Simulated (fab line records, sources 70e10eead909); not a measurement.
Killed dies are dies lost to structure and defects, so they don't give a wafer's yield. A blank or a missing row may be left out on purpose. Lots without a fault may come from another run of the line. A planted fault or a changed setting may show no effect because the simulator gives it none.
fab line records | flow nand_harc
record lots=21 wafers=63 last_day=26
route steps=1159 shown P_M0@267 P_M1@297 P_M2@338
lots that met no fault: from a run of the same line without faults
start_h: hours from the record's first day to the start of the lot's first wafer shown | wait_h: hours since the lot's step before | " the same as in the row above | L1.1+2: a row that stands for several wafers | - no value, or no start given | * or withheld: withheld | < > ~ a bound
route shown NAME@n: a module of which the file shows steps, and the number in the route of the first | usual: mean/standard deviation of fault-free wafers | same: alike in all rows | chamber/n: place in a boat | sites: the reading at each site | _std_site: their standard deviation | _edge_site: outer sites' mean less inner sites' | radius_mm: how far each site lies from the wafer's centre | mask NAME#n: copy n | behind: the tool/chamber that last shaped the wafer | hold: why the lot was held/for how many hours/how that ended | device: the transistor (n, p or np) that didn't switch | end of line: the same wafers' tests at the end of the route | a step without rows: its recipe alone | killed: dies lost to structure and defects at the first sort, not the wafer's yield | map: a wafer's dies, x killed, . not, _ none there
set.NAME: the setting as run; set.NAME@STEP: as run at that earlier step | model.NAME: the simulator's own value behind a step, which no gauge read
steps of the route over a sample of lots; a table a step, a row a wafer
services: from which hour (start_h, from the record's first day; less than 0 if before it) a tool's chamber was out of use, for how many hours, and why
## steps
# step NHARC_P_M0_ETCH_34
# recipe target_depth_a=400 overetch_a=120 time_s=43.94 ion_energy_ev=200 n2_flow_sccm=150 h2_flow_sccm=150 ar_flow_sccm=0 rf_w=400 bias_w=150 chemistry=N2/H2
# usual bias_w=149.9/0.44 drypump_motor_current_A=5.7/0.37 n2_flow_sccm=150.0/0.51 oes_product_au=1.001/0.012 rf_fwd_power_W=395.4/1.6 rf_vpp_V=429.2/2.1 showerhead_plenum_p_Torr=1.99/0.07 throttle_valve_pct=14.173/0.0085
# columns lot.wafer tool chamber start_h wait_h bias_w drypump_motor_current_A n2_flow_sccm oes_product_au rf_fwd_power_W rf_hours_counter_h rf_vpp_V showerhead_plenum_p_Torr throttle_valve_pct
L074.4 rie_diel-13 0 114.96 0.1 150.2 5.3 150.1 1.001 396.9 0.5 427.4 1.92 14.179
L074.3 " 1 " " 150.6 6.1 150.1 0.992 394.0 0.4 429.7 2.05 14.175
L074.5 " 3 " " 149.7 5.1 150.4 1.000 390.8 - 435.4 2.19 14.163
L076.4 rie_diel-07 2 129.74 0.1 150.4 5.2 150.4 1.020 396.9 5.2 429.1 1.95 14.178
L076.1 " 3 " " 151.1 5.7 149.8 0.992 395.0 4.9 429.2 2.00 14.182
L076.3 " 1 " " 149.4 5.7 149.7 1.006 395.1 4.8 428.0 2.03 14.174
L078.2 rie_diel-07 3 136.80 0.1 149.6 5.7 150.5 0.986 393.9 5.1 429.9 2.00 14.170
L078.4 " 0 " " 150.3 5.7 149.1 1.017 395.5 4.7 427.0 1.92 14.180
L078.1 " 1 " " 150.3 5.7 150.3 0.998 393.8 5.0 429.3 2.03 14.181
L080.2 rie_diel-13 0 152.60 0.1 149.8 5.3 149.8 0.995 393.7 2.3 428.1 1.92 14.185
L080.3 " 1 " " 149.2 6.1 149.3 0.995 395.3 3.0 431.2 2.05 14.177
L080.5 " 1 " " 149.2 6.1 149.4 0.998 395.8 - 430.9 2.05 14.171
L079.4 rie_diel-13 2 153.00 0.1 150.2 5.8 150.2 1.003 395.5 3.1 426.7 1.92 14.163
L079.2 " 1 " " 150.0 6.1 149.4 1.004 395.2 3.1 431.5 2.05 14.178
L079.5 " 2 " " 150.4 5.7 149.7 1.014 397.9 - 427.1 1.92 14.172
L081.4 rie_diel-07 2 162.79 0.1 150.0 5.1 150.0 1.013 397.2 7.6 429.0 1.95 14.192
L081.6 " 0 " " 149.7 5.7 150.8 1.012 396.2 - 426.3 1.91 14.174
L081.5 " 1 " " 149.9 5.7 150.3 1.013 394.7 - 430.6 2.03 14.172
L082.3 rie_diel-07 0 166.49 0.1 149.5 5.7 149.9 1.007 397.7 6.9 427.7 1.91 14.155
L082.6 " 2 " " 149.7 5.1 150.2 1.015 398.4 - 427.7 1.95 14.177
L082.5 " 3 " " 149.9 5.8 150.0 0.990 395.2 - 429.0 2.00 14.178
L084.2 rie_diel-07 1 171.42 0.1 150.0 5.7 150.3 1.008 394.8 8.3 430.1 2.03 14.185
L084.4 " 2 " " 150.3 5.2 150.2 1.015 398.4 - 428.7 1.95 14.165
L084.6 " 0 " " 149.6 5.7 149.7 1.015 396.9 - 426.5 1.91 14.172
L087.2 rie_diel-09 2 191.66 0.1 149.6 5.7 149.3 0.983 394.5 6.9 431.0 2.02 14.177
L087.4 " 0 " " 150.1 6.2 150.2 1.016 394.3 7.8 428.3 1.99 14.173
L087.6 " 3 " " 150.0 5.9 150.5 0.985 396.1 - 429.2 1.99 14.180
L085.2 rie_diel-09 3 193.07 0.1 149.8 5.9 150.3 0.975 394.0 7.9 429.8 1.99 14.174
L085.4 " 1 " " 150.2 6.4 149.6 0.986 396.7 7.0 428.4 1.92 14.167
L085.6 " 2 " " 150.9 5.8 149.5 0.990 397.0 - 430.0 2.02 14.176
L086.3 rie_diel-07 2 193.38 0.1 149.6 5.2 150.4 1.022 396.4 10.0 428.2 1.95 14.174
L086.2 " 0 " " 149.4 5.7 150.7 1.010 398.2 9.1 425.0 1.91 14.163
L086.6 " 1 " " 150.0 5.7 149.9 1.009 395.2 - 431.1 2.03 14.167
L089.4 rie_diel-09 3 203.50 0.1 149.6 6.0 150.7 0.983 395.6 8.2 428.6 1.99 14.160
L089.2 " 2 " " 149.8 5.7 149.7 0.995 394.6 7.3 429.7 2.02 14.170
L089.5 " 3 " " 150.0 5.9 150.3 0.977 394.6 - 429.7 1.99 14.169
L088.1 rie_diel-07 2 208.31 0.1 150.6 5.1 149.5 1.021 396.2 10.2 428.2 1.95 14.160
L088.2 " 0 " " 150.9 5.7 150.0 1.007 395.9 9.3 426.5 1.91 14.174
L088.5 " 3 " " 149.6 5.8 149.9 0.989 393.6 - 429.8 2.00 14.164
L090.2 rie_diel-07 0 219.50 0.1 149.8 5.7 150.6 1.021 399.0 9.5 427.6 1.91 14.164
L090.5 " 3 " " 150.3 5.7 149.9 0.992 394.5 - 429.4 2.00 14.167
L090.6 " 0 " " 150.3 5.7 150.0 1.015 397.8 - 426.2 1.91 14.165
L092.1 rie_diel-09 2 223.51 0.1 149.8 5.7 149.9 0.998 396.3 9.3 430.3 2.02 14.189
L092.4 " 0 " " 149.9 6.2 149.6 1.022 395.3 10.2 429.1 1.99 14.172
L092.3 " 1 " " 150.2 6.4 150.1 0.991 398.6 9.4 428.2 1.92 14.176
L091.3 rie_diel-09 3 224.17 0.1 149.6 5.9 149.8 0.980 393.6 10.2 430.3 1.99 14.191
L091.2 " 0 " " 150.0 6.2 151.2 1.013 394.9 10.3 429.3 1.99 14.167
L091.6 " 0 " " 149.0 6.2 151.0 1.021 395.2 - 428.9 1.99 14.174
L093.2 rie_diel-13 3 234.17 0.1 149.2 5.1 149.6 0.996 392.1 8.0 434.0 2.19 14.181
L093.1 " 0 " " 149.5 5.3 150.8 0.992 394.5 7.5 426.5 1.92 14.173
L093.5 " 1 " " 149.3 6.1 150.4 1.003 395.7 - 431.5 2.05 14.184
L094.2 rie_diel-09 3 234.72 0.1 149.1 5.9 149.6 0.993 394.7 11.5 430.0 1.99 14.179
L094.1 " 1 " " 150.0 6.4 149.0 0.990 396.1 10.3 425.3 1.92 14.171
L094.3 " 2 " " 150.0 5.7 150.1 1.005 396.4 10.8 430.8 2.02 14.155
L095.2 rie_diel-13 1 237.59 0.1 150.1 6.1 149.9 0.982 397.8 8.1 431.2 2.05 14.186
L095.3 " 2 " " 149.7 5.8 150.6 1.005 396.9 8.5 428.0 1.92 14.173
L095.6 " 1 " " 149.8 6.1 150.2 0.993 394.7 - 431.9 2.05 14.172
L097.2 rie_diel-09 1 252.50 0.1 149.4 6.4 150.3 0.995 396.5 12.0 428.8 1.92 14.178
L097.6 " 1 " " 149.9 6.4 149.5 1.000 398.7 - 426.9 1.92 14.168
L097.4 " 0 " " 150.8 6.2 149.5 1.022 394.8 - 427.3 1.99 14.190
L096.2 rie_diel-13 2 253.74 0.1 148.8 5.8 150.0 1.008 396.8 11.2 427.0 1.91 14.171
L096.3 " 3 " " 150.2 5.1 150.3 0.991 394.2 10.5 435.3 2.19 14.184
L096.6 " 0 " " 149.3 5.3 150.8 0.990 394.2 - 428.5 1.92 14.158
# step NHARC_P_M0_STRIP_18
# recipe power_w=1000 n2_flow_sccm=150 h2_flow_sccm=150 ar_flow_sccm=0 bias_w=0 chemistry=N2/H2
# usual drypump_motor_current_A=5.8/0.39 n2_flow_sccm=150.0/0.43 oes_product_au=1.002/0.012 rf_fwd_power_W=997/3.3 rf_vpp_V=90.3/0.85 showerhead_plenum_p_Torr=1.99/0.072 throttle_valve_pct=14.170/0.0083
# same bias_w=0
# columns lot.wafer tool chamber start_h wait_h drypump_motor_current_A n2_flow_sccm oes_product_au rf_fwd_power_W rf_hours_counter_h rf_vpp_V showerhead_plenum_p_Torr throttle_valve_pct
L074.4 rie_diel-07 1 115.24 0.1 5.7 150.4 0.994 1002 3.9 90.9 2.03 14.171
L074.3 " 3 " " 5.8 150.2 0.992 999 4.4 91.7 2.00 14.154
L074.5 " 2 " " 5.1 149.6 1.017 995 - 90.1 1.95 14.167
L076.4 rie_diel-09 2 130.03 0.1 5.7 150.5 0.999 991 3.1 91.9 2.02 14.168
L076.3 " 0 " " 6.2 150.5 1.006 1000 4.0 90.3 1.99 14.166
L076.1 " 1 " " 6.5 150.5 0.999 998 3.4 89.9 1.92 14.179
L078.1 rie_diel-13 1 137.12 0.1 6.1 149.3 0.996 991 2.3 90.3 2.05 14.179
L078.2 " 2 " " 5.7 149.2 0.998 997 2.3 88.5 1.92 14.161
L078.4 " 3 " " 5.1 150.2 0.998 995 1.8 91.0 2.19 14.162
L080.2 rie_diel-09 2 152.89 0.1 5.7 149.5 0.997 994 4.6 90.2 2.02 14.193
L080.3 " 0 " " 6.1 150.1 1.009 996 5.6 90.0 1.99 14.174
L080.5 " 3 " " 5.9 150.6 0.991 998 - 91.7 1.99 14.169
L079.2 rie_diel-09 2 153.34 0.1 5.7 150.7 0.985 998 4.7 90.1 2.02 14.171
L079.4 " 3 " " 5.9 149.2 0.994 998 5.5 89.4 1.99 14.161
L079.5 " 0 " " 6.2 150.1 1.005 996 - 89.7 1.99 14.172
L081.4 rie_diel-07 1 163.09 0.1 5.6 150.5 1.013 1002 7.3 91.2 2.03 14.159
L081.5 " 0 " " 5.7 149.9 1.022 999 - 88.7 1.91 14.161
L081.6 " 1 " " 5.7 150.3 1.020 999 - 92.2 2.03 14.177
L082.3 rie_diel-09 2 166.85 0.1 5.7 149.6 0.999 999 5.9 89.7 2.02 14.172
L082.5 " 3 " " 5.9 149.9 0.986 1001 - 91.5 1.99 14.159
L082.6 " 0 " " 6.2 150.3 1.009 994 - 90.4 1.99 14.177
L084.2 rie_diel-13 2 171.78 0.1 5.7 149.7 1.019 998 4.8 90.9 1.92 14.172
L084.4 " 3 " " 5.1 149.4 1.003 997 4.2 92.4 2.19 14.167
L084.6 " 1 " " 6.1 150.3 0.994 1005 - 91.7 2.05 14.178
L087.4 rie_diel-09 1 191.97 0.1 6.5 150.1 0.991 995 7.0 90.6 1.92 14.189
L087.2 " 3 " " 6.0 150.5 0.978 998 7.9 90.7 1.99 14.185
L087.6 " 0 " " 6.2 150.2 1.015 999 - 90.2 1.99 14.164
L085.4 rie_diel-09 2 193.35 0.1 5.7 149.9 0.993 996 7.1 89.6 2.02 14.167
L085.2 " 0 " " 6.2 150.3 1.028 990 8.0 91.6 1.99 14.171
L085.6 " 3 " " 5.9 150.5 0.986 995 - 90.1 1.99 14.174
L086.2 rie_diel-09 3 193.74 0.1 5.9 150.8 0.975 992 8.0 89.8 1.99 14.172
L086.3 " 0 " " 6.2 150.1 1.026 994 8.0 91.7 1.99 14.180
L086.6 " 1 " " 6.5 150.5 1.003 995 - 88.9 1.92 14.173
L089.2 rie_diel-13 2 203.79 0.1 5.8 149.4 1.003 995 7.0 90.2 1.92 14.173
L089.4 " 0 " " 5.3 150.0 0.999 997 6.6 89.0 1.92 14.179
L089.5 " 3 " " 5.1 149.8 1.015 997 - 90.8 2.19 14.174
L088.1 rie_diel-13 1 208.60 0.1 6.1 149.8 0.998 1002 7.0 90.1 2.05 14.159
L088.2 " 3 " " 5.1 150.1 0.999 1002 7.3 90.5 2.19 14.175
L088.5 " 1 " " 6.1 150.6 1.006 999 - 90.8 2.05 14.174
L090.2 rie_diel-09 3 219.78 0.1 5.9 150.1 0.996 998 9.5 88.9 1.99 14.172
L090.5 " 3 " " 5.9 149.8 0.983 1003 - 90.7 1.99 14.165
L090.6 " 0 " " 6.2 150.7 1.014 999 - 89.7 1.99 14.164
L092.3 rie_diel-07 3 223.80 0.1 5.8 151.0 0.996 996 8.4 89.8 2.00 14.169
L092.4 " 1 " " 5.7 149.9 0.993 992 10.2 89.6 2.03 14.182
L092.1 " 2 " " 5.1 150.2 1.021 1000 10.6 88.9 1.95 14.179
L091.2 rie_diel-07 2 224.49 0.1 5.1 149.9 1.031 996 10.6 90.9 1.95 14.167
L091.3 " 3 " " 5.8 150.5 0.989 998 8.4 90.1 2.00 14.185
L091.6 " 1 " " 5.6 149.5 1.006 1001 - 90.4 2.03 14.169
L093.1 rie_diel-13 1 234.44 0.1 6.1 149.9 1.003 990 7.9 89.8 2.05 14.175
L093.2 " 2 " " 5.7 149.8 1.014 997 8.4 89.3 1.92 14.182
L093.5 " 1 " " 6.1 149.6 0.997 996 - 91.3 2.05 14.170
L094.3 rie_diel-13 2 235.04 0.1 5.8 150.5 1.006 1000 8.4 89.8 1.91 14.167
L094.1 " 3 " " 5.1 149.5 0.996 996 8.1 90.3 2.19 14.173
L094.2 " 0 " " 5.3 150.2 0.998 999 7.6 90.6 1.92 14.164
L095.3 rie_diel-09 3 237.89 0.1 5.9 149.9 0.995 997 11.9 90.8 1.99 14.165
L095.2 " 2 " " 5.7 150.3 0.996 998 11.4 91.8 2.02 14.171
L095.6 " 0 " " 6.2 150.6 1.020 1003 - 89.7 1.99 14.168
L097.2 rie_diel-09 1 252.89 0.1 6.5 149.8 0.981 1002 12.1 90.3 1.92 14.165
L097.4 " 2 " " 5.7 149.7 0.989 990 - 92.0 2.02 14.161
L097.6 " 0 " " 6.2 149.7 1.014 999 - 90.2 1.99 14.175
L096.3 rie_diel-09 2 254.02 0.1 5.7 149.7 0.995 999 13.1 90.6 2.02 14.163
L096.2 " 1 " " 6.5 150.2 0.996 993 12.2 88.2 1.92 14.174
L096.6 " 0 " " 6.2 149.8 1.010 999 - 89.3 1.99 14.159
# step NHARC_P_M0_DEP_32
# recipe target_thk_a=300 temp_c=370 target_thk_nm=30 pressure_torr=3 flow_sccm=200 rf_w=450 material=SiCN
# usual heater_power_w=564/57 rf_fwd_power_W=449.2/1.3
# columns lot.wafer tool chamber start_h wait_h heater_power_w rf_fwd_power_W
L074.3 pecvd-04 0 117.59 0.1 533 450.9
L074.5 " 1 " " 503 451.0
L074.4 " 2 " " 688 449.4
L076.1 pecvd-04 1 132.30 0.1 431 452.3
L076.3 " 2 " " 610 449.3
L076.4 " 0 " " 579 449.1
L078.2 pecvd-01 1 139.36 0.1 647 447.9
L078.1 " 0 " " 487 447.8
L078.4 " 0 " " 489 450.6
L080.3 pecvd-04 2 155.22 0.1 602 448.2
L080.2 " 0 " " 524 450.8
L080.5 " 2 " " 616 447.0
L079.2 pecvd-01 0 155.60 0.1 558 450.7
L079.4 " 2 " " 638 447.2
L079.5 " 0 " " 557 451.3
L081.4 pecvd-01 2 165.70 0.2 606 449.5
L081.6 " 0 " " 582 447.5
L081.5 " 1 " " 648 450.5
L082.3 pecvd-02 0 169.25 0.1 589 450.5
L082.6 " 2 " " 497 447.9
L082.5 " 1 " " 522 446.9
L084.2 pecvd-01 0 174.09 0.1 540 449.9
L084.4 " 1 " " 657 448.6
L084.6 " 2 " " 639 449.7
L087.2 pecvd-04 0 194.19 0.1 585 450.1
L087.4 " 1 " " 529 447.6
L087.6 " 2 " " 644 450.4
L085.2 pecvd-01 2 195.64 0.1 578 450.0
L085.4 " 2 " " 565 449.4
L085.6 " 0 " " 524 448.2
L086.2 pecvd-01 2 196.52 0.1 615 446.6
L086.3 " 1 " " 573 448.7
L086.6 " 1 " " 564 450.3
L089.2 pecvd-01 0 206.18 0.1 528 447.3
L089.5 " 0 " " 533 450.6
L089.4 " 2 " " 528 448.2
L088.1 pecvd-04 0 210.86 0.1 589 448.3
L088.2 " 1 " " 503 451.2
L088.5 " 2 " " 654 448.7
L090.2 pecvd-01 0 222.23 0.1 547 448.4
L090.5 " 2 " " 552 449.0
L090.6 " 1 " " 607 450.9
L092.3 pecvd-04 1 226.15 0.1 464 448.9
L092.1 " 0 " " 605 450.2
L092.4 " 0 " " 587 447.7
L091.2 pecvd-01 1 226.72 0.1 604 447.6
L091.3 " 2 " " 577 448.5
L091.6 " 0 " " 514 447.2
L093.1 pecvd-02 2 236.76 0.1 478 447.0
L093.2 " 0 " " 554 450.2
L093.5 " 1 " " 557 451.5
L094.3 pecvd-02 1 237.68 0.1 568 447.7
L094.2 " 2 " " 439 448.2
L094.1 " 0 " " 579 448.1
L095.3 pecvd-02 1 240.19 0.1 545 447.1
L095.2 " 2 " " 496 450.4
L095.6 " 1 " " 550 449.6
L097.2 pecvd-04 0 255.11 0.1 556 447.2
L097.4 " 0 " " 562 446.2
L097.6 " 1 " " 509 450.1
L096.2 pecvd-02 1 256.35 0.1 549 449.6
L096.3 " 0 " " 565 448.5
L096.6 " 2 " " 444 448.7
# step NHARC_P_M1_INSPECT_11
# usual raw_defect_count=3.7/2.3
# columns lot.wafer tool chamber start_h wait_h raw_defect_count
L074.3 defect_inspect-02 - 118.89 0.0 8
L074.4 " - " " 3
L074.5 " - " " 7
L076.1 defect_inspect-01 - 133.55 0.0 2
L076.3 " - " " 5
L076.4 " - " " 1
L078.1 defect_inspect-01 - 140.75 0.0 2
L078.2 " - " " 2
L078.4 " - " " 5
L080.2 defect_inspect-01 - 156.67 0.0 3
L080.3 " - " " 2
L080.5 " - " " 5
L079.2 defect_inspect-01 - 156.86 0.0 2
L079.4 " - " " 3
L079.5 " - " " 2
L081.4 defect_inspect-02 - 166.92 0.0 4
L081.5 " - " " 1
L081.6 " - " " 2
L082.3 defect_inspect-01 - 170.58 0.0 2
L082.5 " - " " 6
L082.6 " - " " 7
L084.2 defect_inspect-01 - 175.37 0.1 3
L084.4 " - " " 4
L084.6 " - " " 4
L087.2 defect_inspect-01 - 195.43 0.0 7
L087.4 " - " " 4
L087.6 " - " " 2
L085.2 defect_inspect-01 - 197.01 0.1 6
L085.4 " - " " 3
L085.6 " - " " 2
L086.2 defect_inspect-02 - 197.76 0.0 6
L086.3 " - " " 4
L086.6 " - " " 4
L089.2 defect_inspect-01 - 207.58 0.0 4
L089.4 " - " " 6
L089.5 " - " " 4
L088.1 defect_inspect-01 - 212.23 0.0 6
L088.2 " - " " 0
L088.5 " - " " 1
L090.2 defect_inspect-01 - 223.42 0.0 2
L090.5 " - " " 5
L090.6 " - " " 10
L092.1 defect_inspect-01 - 227.53 0.0 3
L092.3 " - " " 4
L092.4 " - " " 6
L091.2 defect_inspect-01 - 228.07 0.0 6
L091.3 " - " " 6
L091.6 " - " " 10
L093.1 defect_inspect-02 - 237.98 0.0 4
L093.2 " - " " 1
L093.5 " - " " 3
L094.1 defect_inspect-01 - 238.92 0.0 2
L094.2 " - " " 2
L094.3 " - " " 2
L095.2 defect_inspect-01 - 241.50 0.0 4
L095.3 " - " " 4
L095.6 " - " " 4
L097.2 defect_inspect-02 - 256.49 0.0 0
L097.4 " - " " 4
L097.6 " - " " 1
L096.2 defect_inspect-01 - 257.71 0.0 2
L096.3 " - " " 3
L096.6 " - " " 7
# step NHARC_P_M1_ETCH_28
# recipe target_depth_a=300 over_etch_frac=0.3 time_s=72.99 ion_energy_ev=150 cf4_flow_sccm=50 n2_flow_sccm=100 ar_flow_sccm=150 rf_w=300 bias_w=100 chemistry=CF4/N2
# usual bias_w=99.95/0.3 drypump_motor_current_A=5.8/0.42 n2_flow_sccm=100.0/0.3 oes_product_au=1.002/0.0085 rf_fwd_power_W=297.5/1.4 rf_vpp_V=314.3/2.3 showerhead_plenum_p_Torr=2.63/0.13 throttle_valve_pct=19.794/0.0097
# columns lot.wafer tool chamber start_h wait_h bias_w drypump_motor_current_A n2_flow_sccm oes_product_au rf_fwd_power_W rf_hours_counter_h rf_vpp_V showerhead_plenum_p_Torr throttle_valve_pct
L074.4 rie_diel-08 1 119.89 0.2 100.06 5.6 100.0 0.984 299.3 - 317.5 2.81 19.802
L074.3 " 2 " " 100.48 5.3 100.3 0.992 298.5 - 314.8 2.70 19.791
L074.5 " 1 " " 99.88 5.6 100.2 0.993 299.7 - 317.6 2.81 19.780
L076.1 rie_diel-08 0 - - 99.76 5.9 100.6 1.013 297.8 0 318.5 2.78 19.790
L076.4 " 1 " " 99.89 5.6 100.4 0.998 297.3 0 317.0 2.81 19.808
L076.3 " 2 " " 99.93 5.2 100.2 1.003 296.8 0 316.3 2.70 19.797
L078.1 rie_diel-08 3 - - 100.08 5.6 99.9 1.005 297.6 0 310.6 2.48 19.792
L078.2 " 0 " " 100.03 5.9 99.9 1.001 298.8 0 316.0 2.78 19.809
L078.4 " 2 " " 99.75 5.2 99.9 0.993 297.3 0 315.0 2.70 19.798
L080.2 rie_diel-04 2 - - 99.58 5.8 99.9 1.001 297.7 2 310.3 2.50 19.789
L080.3 " 0 " " 100.01 6.0 100.7 1.014 296.6 2 312.8 2.58 19.796
L080.5 " 3 " " 100.01 5.1 100.1 0.995 295.9 - 314.0 2.62 19.801
L079.2 rie_diel-08 0 - - 99.89 5.8 99.4 0.995 297.3 1 316.2 2.78 19.799
L079.5 " 1 " " 99.74 5.5 100.4 1.002 299.7 - 316.5 2.81 19.805
L079.4 " 2 " " 100.35 5.3 100.1 0.995 297.6 - 315.6 2.70 19.787
L081.4 rie_diel-04 3 - - 99.22 5.1 99.9 0.998 293.4 3 315.7 2.62 19.788
L081.5 " 1 " " 99.64 6.5 99.4 1.015 298.5 - 311.4 2.46 19.796
L081.6 " 2 " " 99.90 5.8 100.0 0.996 296.9 - 311.6 2.50 19.793
L082.3 rie_diel-10 0 - - 100.52 6.2 99.9 1.006 299.4 13 317.8 2.78 19.809
L082.6 " 2 " " 100.32 5.3 100.5 1.014 297.5 - 315.9 2.74 19.814
L082.5 " 3 " " 99.96 6.1 100.4 1.001 296.5 - 311.1 2.46 19.793
L084.4 rie_diel-04 0 - - 99.88 6.0 100.3 1.004 296.2 3 314.0 2.58 19.793
L084.2 " 1 " " 100.16 6.6 99.9 1.002 298.2 3 312.0 2.46 19.788
L084.6 " 1 " " 100.00 6.5 99.6 1.013 298.8 - 310.7 2.46 19.809
L087.2 rie_diel-04 2 - - 100.23 5.8 100.1 1.001 296.2 5 311.8 2.50 19.808
L087.4 " 0 " " 99.92 6.0 100.2 0.993 297.2 - 314.2 2.58 19.801
L087.6 " 3 " " 100.03 5.1 99.8 0.992 293.9 - 314.4 2.62 19.812
L085.2 rie_diel-04 0 - - 99.49 6.0 99.9 0.998 295.2 5 313.7 2.58 19.793
L085.4 " 3 " " 100.12 5.1 99.9 1.005 296.4 - 313.7 2.62 19.794
L085.6 " 0 " " 99.31 6.0 100.1 1.017 297.4 - 314.5 2.58 19.789
L086.2 rie_diel-04 2 - - 99.81 5.8 100.2 0.997 297.4 5 311.4 2.50 19.773
L086.3 " 0 " " 99.50 6.0 100.2 0.999 296.1 5 313.3 2.58 19.793
L086.6 " 0 " " 99.74 6.0 100.7 1.006 297.0 - 314.2 2.58 19.803
L089.4 rie_diel-08 0 - - 100.14 5.9 99.9 1.003 298.6 2 317.4 2.78 19.797
L089.2 " 2 " " 99.46 5.3 98.9 0.998 296.3 2 316.3 2.70 19.795
L089.5 " 1 " " 99.40 5.6 100.2 1.005 298.1 - 317.6 2.81 19.799
L088.1 rie_diel-10 0 - - 100.13 6.3 100.2 0.992 296.3 2 316.3 2.78 19.812
L088.2 " 2 " " 100.66 5.3 100.5 1.014 299.4 2 315.3 2.74 19.806
L088.5 " 2 " " 100.11 5.3 100.2 1.003 299.5 - 315.2 2.74 19.781
L090.2 rie_diel-10 1 - - 99.64 5.7 99.6 0.993 296.3 3 317.0 2.76 19.794
L090.6 " 0 " " 100.00 6.3 100.1 0.994 297.6 - 317.2 2.78 19.791
L090.5 " 1 " " 100.25 5.7 100.3 0.999 296.4 - 317.2 2.76 19.790
L092.1 rie_diel-04 0 - - 100.13 6.0 100.2 1.000 296.4 6 313.2 2.58 19.787
L092.4 " 2 " " 100.47 5.8 99.8 0.994 296.3 7 310.5 2.50 19.781
L092.3 " 3 " " 99.84 5.1 99.8 1.003 295.9 7 314.4 2.62 19.795
L091.2 rie_diel-04 1 - - 100.44 6.5 99.8 1.012 299.8 6 311.6 2.46 19.803
L091.3 " 3 " " 99.73 5.1 100.0 0.989 296.5 7 315.0 2.62 19.803
L091.6 " 1 " " 100.25 6.5 99.7 1.019 298.5 - 312.4 2.46 19.799
L093.2 rie_diel-08 3 - - 100.11 5.6 100.4 0.986 299.2 2 311.1 2.48 19.800
L093.1 " 0 " " 99.99 5.8 99.8 1.012 298.6 3 316.7 2.78 19.804
L093.5 " 2 " " 100.59 5.3 100.2 1.019 297.2 - 315.4 2.70 19.785
L094.1 rie_diel-10 1 - - 100.42 5.7 100.3 1.013 296.3 4 318.0 2.76 19.784
L094.3 " 2 " " 99.90 5.3 99.8 1.009 299.1 4 316.6 2.74 19.792
L094.2 " 0 " " 99.71 6.3 99.5 0.996 296.8 4 317.7 2.78 19.794
L095.3 rie_diel-10 3 - - 99.82 6.1 100.1 1.003 299.2 4 310.7 2.46 19.789
L095.2 " 0 " " 99.67 6.2 99.8 0.994 297.7 5 316.6 2.78 19.801
L095.6 " 3 " " 99.79 6.2 99.9 1.013 299.4 - 311.1 2.46 19.773
L097.4 rie_diel-10 3 - - 99.81 6.2 99.4 1.007 297.6 6 310.3 2.46 19.787
L097.2 " 1 " " 99.68 5.7 99.4 1.004 296.9 6 316.9 2.76 19.788
L097.6 " 0 " " 99.86 6.2 100.3 1.006 298.9 - 315.8 2.78 19.795
L096.3 rie_diel-04 2 - - 99.85 5.8 100.2 0.994 297.5 9 312.7 2.50 19.779
L096.2 " 3 " " 100.53 5.1 100.0 0.985 294.4 9 314.2 2.62 19.790
L096.6 " 1 " " 99.63 6.5 100.1 1.002 298.7 - 310.9 2.46 19.780
# step NHARC_P_M2_DEGAS_29
# recipe temp_c=250 time_s=60
# usual heater_power_w=340/39
# columns lot.wafer tool chamber start_h wait_h heater_power_w
L074.4 pvd_sputter-01 - 124.38 - 330
L074.3 " - " " 354
L074.5 " - " " 329
L076.3 pvd_sputter-03 - 138.82 - 303
L076.4 " - " " 374
L076.1 " - " " 340
L078.4 pvd_sputter-03 - 146.19 - 310
L078.1 " - " " 386
L078.2 " - " " 338
L080.2 pvd_sputter-03 - 161.94 - 300
L080.3 " - " " 382
L080.5 " - " " 317
L079.2 pvd_sputter-02 - 162.57 - 343
L079.4 " - " " 313
L079.5 " - " " 362
L081.4 pvd_sputter-03 - 172.16 - 344
L081.6 " - " " 339
L081.5 " - " " 295
L082.3 pvd_sputter-01 - 175.74 - 364
L082.6 " - " " 365
L082.5 " - " " 326
L084.2 pvd_sputter-02 - 180.75 - 349
L084.4 " - " " 308
L084.6 " - " " 455
L087.2 pvd_sputter-01 - 201.17 - 349
L087.4 " - " " 375
L087.6 " - " " 311
L085.4 pvd_sputter-02 - 202.23 - 299
L085.2 " - " " 345
L085.6 " - " " 318
L086.3 pvd_sputter-02 - 203.09 - 457
L086.2 " - " " 345
L086.6 " - " " 459
L089.2 pvd_sputter-03 - 212.81 - 331
L089.4 " - " " 303
L089.5 " - " " 335
L088.1 pvd_sputter-03 - 217.67 - 317
L088.2 " - " " 298
L088.5 " - " " 330
L090.2 pvd_sputter-02 - 228.78 - 437
L090.6 " - " " 445
L090.5 " - " " 343
L092.3 pvd_sputter-02 - 232.97 - 295
L092.1 " - " " 439
L092.4 " - " " 335
L091.3 pvd_sputter-01 - 233.45 - 368
L091.2 " - " " 352
L091.6 " - " " 365
L093.1 pvd_sputter-02 - 243.38 - 299
L093.2 " - " " 438
L093.5 " - " " 305
L094.1 pvd_sputter-03 - 244.55 - 381
L094.2 " - " " 317
L094.3 " - " " 342
L095.3 pvd_sputter-03 - 246.81 - 343
L095.2 " - " " 301
L095.6 " - " " 380
L097.4 pvd_sputter-03 - 261.79 - 319
L097.2 " - " " 331
L097.6 " - " " 380
L096.3 pvd_sputter-01 - 263.04 - 308
L096.2 " - " " 371
L096.6 " - " " 312
## services
# columns tool chamber start_h hours kind
rie_diel-10 0 98.53 1.6 repair
rie_diel-13 - 99.01 9.0 pm
pvd_sputter-03 - 102.09 10.0 pm
rie_diel-04 - 112.05 9.0 pm
rie_diel-08 0 117.14 3.6 repair
rie_diel-08 3 118.94 5.0 repair
rie_diel-08 - 124.80 9.0 pm
pvd_sputter-02 - 134.85 0.8 repair
rie_diel-04 0 148.56 4.5 repair
rie_diel-07 - 155.02 0.1 repair
rie_diel-04 0 161.23 3.2 repair
rie_diel-07 3 170.30 32.2 repair
rie_diel-04 3 172.35 1.7 repair
pvd_sputter-03 - 173.10 4.6 repair
rie_diel-13 - 175.52 2.2 repair
rie_diel-04 1 189.69 10.0 repair
pecvd-04 - 195.56 13.0 pm
pvd_sputter-02 - 214.00 10.0 pm
rie_diel-07 - 228.20 9.0 pm
rie_diel-04 3 234.87 9.8 repair
pecvd-01 - 237.10 13.0 pm
pvd_sputter-03 - 247.70 4.4 repair
rie_diel-07 3 251.60 6.4 repair
rie_diel-09 - 254.22 9.0 pm
## key
fault none
